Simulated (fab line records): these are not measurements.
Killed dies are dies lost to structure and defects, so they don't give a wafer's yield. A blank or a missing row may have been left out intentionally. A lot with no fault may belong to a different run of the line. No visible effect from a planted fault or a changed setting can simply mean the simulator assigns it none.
Chamber matching :: flow nand harc :: NHARC_P_STI_DESCUM_14 on rie diel-12 has 4 sister chambers
The step chemistry O2, time 3 s. 14 wafers are shown with their chamber, then 7 later ones without.

WAFERS PAIRED WITH THEIR CHAMBERS
wafer: L710.1
chamber: 0
oes product au (a.u.): 1.024
rf vpp V (V): 57.2
throttle valve pct (%): 11.304

wafer: L710.3
chamber: 1
oes product au (a.u.): 1.009
rf vpp V (V): 57.8
throttle valve pct (%): 11.314

wafer: L710.5
chamber: 1
oes product au (a.u.): 1.005
rf vpp V (V): 57.0
throttle valve pct (%): 11.313

wafer: L714.2
chamber: 3
oes product au (a.u.): 0.991
rf vpp V (V): 57.9
throttle valve pct (%): 11.312

wafer: L714.3
chamber: 2
oes product au (a.u.): 0.986
rf vpp V (V): 57.8
throttle valve pct (%): 11.297

wafer: L714.6
chamber: 3
oes product au (a.u.): 0.989
rf vpp V (V): 58.2
throttle valve pct (%): 11.315

wafer: L715.2
chamber: 2
oes product au (a.u.): 0.986
rf vpp V (V): 58.1
throttle valve pct (%): 11.326

wafer: L715.3
chamber: 3
oes product au (a.u.): 0.989
rf vpp V (V): 59.1
throttle valve pct (%): 11.324

wafer: L715.6
chamber: 1
oes product au (a.u.): 0.996
rf vpp V (V): 56.5
throttle valve pct (%): 11.321

wafer: L716.1
chamber: 2
oes product au (a.u.): 0.980
rf vpp V (V): 58.4
throttle valve pct (%): 11.317

wafer: L716.3
chamber: 0
oes product au (a.u.): 1.022
rf vpp V (V): 57.6
throttle valve pct (%): 11.305

wafer: L716.5
chamber: 3
oes product au (a.u.): 0.987
rf vpp V (V): 57.4
throttle valve pct (%): 11.304

wafer: L719.1
chamber: 1
oes product au (a.u.): 1.007
rf vpp V (V): 58.7
throttle valve pct (%): 11.287

wafer: L719.5
chamber: 1
oes product au (a.u.): 0.993
rf vpp V (V): 57.6
throttle valve pct (%): 11.305

SIGNATURES, as means of the wafers listed above
reading: oes product au
chamber 0: 1.02300
chamber 1: 1.00200
chamber 2: 0.98400
chamber 3: 0.98900
scatter within a chamber: 0.00484

reading: rf vpp V
chamber 0: 57.400
chamber 1: 57.520
chamber 2: 58.100
chamber 3: 58.150
scatter within a chamber: 0.677

reading: throttle valve pct
chamber 0: 11.30450
chamber 1: 11.30800
chamber 2: 11.31333
chamber 3: 11.31375
scatter within a chamber: 0.0115
Rule: a wafer lies at a distance from a chamber equal to the root of the sum of squares, over the readings, of (its reading less the chamber's mean, divided by the reading's scatter). The wafer belongs to the nearest chamber; if the next one is less than 2 further off, it can't be placed. The scatter: the root of (the sum of the squares of (reading less its chamber's mean) over the shown wafers, divided by (wafers less chambers)).

WAFERS WHOSE CHAMBER IS MISSING
wafer: L719.6
oes product au (a.u.): 1.013
rf vpp V (V): 58.3
throttle valve pct (%): 11.301

wafer: L723.1
oes product au (a.u.): 1.015
rf vpp V (V): 58.3
throttle valve pct (%): 11.295

wafer: L723.2
oes product au (a.u.): 1.008
rf vpp V (V): 57.2
throttle valve pct (%): 11.318

wafer: L723.6
oes product au (a.u.): 1.018
rf vpp V (V): 57.8
throttle valve pct (%): 11.302

wafer: L732.1
oes product au (a.u.): 1.020
rf vpp V (V): 58.8
throttle valve pct (%): 11.309

wafer: L732.3
oes product au (a.u.): 1.011
rf vpp V (V): 57.8
throttle valve pct (%): 11.316

wafer: L732.4
oes product au (a.u.): 0.992
rf vpp V (V): 59.1
throttle valve pct (%): 11.290

WHICH CHAMBER EACH ONE RAN IN
wafer: L719.6
from the rows above: can't be placed: 0 or 1
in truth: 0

wafer: L723.1
from the rows above: can't be placed: 0 or 1
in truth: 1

wafer: L723.2
from the rows above: can't be placed: 1 or 0
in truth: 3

wafer: L723.6
from the rows above: 0
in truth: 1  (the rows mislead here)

wafer: L732.1
from the rows above: can't be placed: 0 or 1
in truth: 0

wafer: L732.3
from the rows above: can't be placed: 1 or 0
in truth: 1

wafer: L732.4
from the rows above: can't be placed: 3 or 2 or 1
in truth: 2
Correct placement for 0 of the 7. Cannot be placed on the basis of these rows: 6; the candidates contain the true chamber in 5. 1 placed wrongly.
